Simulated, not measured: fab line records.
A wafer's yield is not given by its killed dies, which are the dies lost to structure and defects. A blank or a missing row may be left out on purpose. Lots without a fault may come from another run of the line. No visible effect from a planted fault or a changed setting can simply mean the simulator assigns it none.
Matching of chambers | flow n5_finfet | ald_sin-01 running N5_FIN_SAQP_ALD_61: 4 sister chambers
The step deposits SiO2, target thk 4 nm, pulse time 1 s, purge time 2 s. 18 wafers are shown with their chamber, then 9 later ones without.

WAFERS WITH THEIR CHAMBER
wafer  | chamber | heater_power_w (W) | susceptor_temp_C (C) | precursor_pulse_height_rel
L074.3 | 0       | 483                | 299.89               | 0.995
L074.4 | 3       | 463                | 299.87               | 1.017
L074.6 | 1       | 465                | 300.25               | 0.953
L076.2 | 3       | 460                | 300.02               | 1.020
L076.5 | 2       | 456                | 299.98               | 1.038
L076.6 | 3       | 469                | 299.82               | 0.991
L077.1 | 0       | 485                | 300.21               | 1.039
L077.4 | 1       | 468                | 299.88               | 1.044
L077.5 | 3       | 469                | 300.25               | 1.010
L083.1 | 3       | 469                | 300.17               | 1.017
L083.5 | 2       | 461                | 300.15               | 0.964
L083.6 | 1       | 467                | 300.34               | 1.040
L084.1 | 2       | 456                | 299.91               | 0.996
L084.5 | 3       | 459                | 299.86               | 0.971
L084.6 | 0       | 483                | 300.06               | 0.999
L088.3 | 1       | 465                | 300.07               | 0.953
L088.4 | 3       | 450                | 299.64               | 0.999
L088.6 | 3       | 459                | 299.51               | 1.014

SIGNATURES, as means of the wafers listed above
reading                    | chamber 0 | chamber 1 | chamber 2 | chamber 3 | scatter within a chamber
heater_power_w             | 483.67    | 466.25    | 457.67    | 462.25    | 4.93
susceptor_temp_C           | 300.0533  | 300.1350  | 300.0133  | 299.8925  | 0.215
precursor_pulse_height_rel | 1.01100   | 0.99750   | 0.99933   | 1.00487   | 0.0315
Rule: distance of a wafer from a chamber = root of the sum over the readings of ((wafer's reading minus chamber's mean) / reading's scatter) squared. The wafer belongs to the nearest chamber; if the next one is less than 2 further off, it can't be placed. The scatter: take each reading less its chamber's mean, square it, sum over the shown wafers, divide by the number of wafers less the number of chambers, and take the root.

WAFERS WITH NO CHAMBER GIVEN
wafer  | heater_power_w (W) | susceptor_temp_C (C) | precursor_pulse_height_rel
L090.1 | 465                | 299.97               | 0.997
L090.5 | 472                | 300.11               | 0.999
L090.6 | 453                | 300.00               | 0.985
L093.1 | 493                | 299.69               | 0.990
L093.3 | 473                | 300.06               | 0.975
L093.6 | 456                | 300.13               | 0.992
L095.4 | 481                | 299.88               | 0.999
L095.5 | 466                | 299.92               | 0.996
L095.6 | 507                | 300.23               | 0.979

WHICH CHAMBER EACH WENT THROUGH
wafer  | from the rows above               | in truth
L090.1 | can't be placed: 3 or 1 or 2      | 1
L090.5 | can't be placed: 1 or 3 or 0 or 2 | 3
L090.6 | can't be placed: 2 or 3 or 1      | 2
L093.1 | 0                                 | 0
L093.3 | can't be placed: 1 or 0 or 3 or 2 | 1
L093.6 | can't be placed: 2 or 3 or 1      | 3
L095.4 | 0                                 | 0
L095.5 | can't be placed: 3 or 1 or 2      | 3
L095.6 | 0                                 | 0
Placed correctly: 3 of 9. From these rows, 6 cannot be placed; in 6 the true chamber is one of the candidates. Placed wrongly: 0.
